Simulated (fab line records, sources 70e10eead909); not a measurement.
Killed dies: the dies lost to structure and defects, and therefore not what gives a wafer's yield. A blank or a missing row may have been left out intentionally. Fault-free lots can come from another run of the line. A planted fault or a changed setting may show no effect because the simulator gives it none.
Chamber matching -- flow nandHarc -- NHARC_A_CONTACT_ETCH_75 on rieDiel-04 has 4 sister chambers
The step etches the open film in CF4, target depth 39 nm, time 65 s. 8 wafers are shown with their chamber, then 8 later ones without.

## WAFERS WITH THEIR CHAMBER
wafer,chamber,drypumpMotorCurrentA (A),oesProductAu (a.u.)
L421.6,0,5.80,0.992
L428.3,0,5.81,0.995
L428.5,1,5.49,1.021
L429.1,1,5.48,1.011
L429.4,3,5.90,0.989
L433.1,3,5.94,0.994
L433.6,2,5.60,1.008
L435.1,2,5.60,1.003

## WAFERS WITH NO CHAMBER GIVEN
wafer,drypumpMotorCurrentA (A),oesProductAu (a.u.)
L435.2,5.81,0.999
L435.3,5.93,0.995
L434.2,5.64,0.982
L434.5,5.51,0.992
L438.5,5.51,1.003
L438.6,5.62,1.004
L440.1,5.51,1.008
L440.6,5.91,0.992

## CHAMBER TAKEN BY EACH
wafer,from the rows above,in truth
L435.2,0,0
L435.3,3,3
L434.2,2,2
L434.5,can't be placed: 1 or 2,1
L438.5,1,1
L438.6,2,2
L440.1,1,1
L440.6,3,3
7 of 8 placed correctly. Can't be placed from these rows: 1 (the true chamber is among the candidates in 1). Wrongly placed: 0.
How it was worked out, from the rows above alone: a wafer's distance from a chamber is the root of the sum, over the readings, of the square of ((its reading less the chamber's mean) divided by the reading's scatter). The wafer belongs to the nearest chamber; if the next one is less than 2 further off, it can't be placed. The mean given for a chamber averages the wafers shown for that chamber. How the scatter is found: for the shown wafers, subtract from each reading the mean of its chamber, square and add these, divide the total by (wafers less chambers), then take the root.
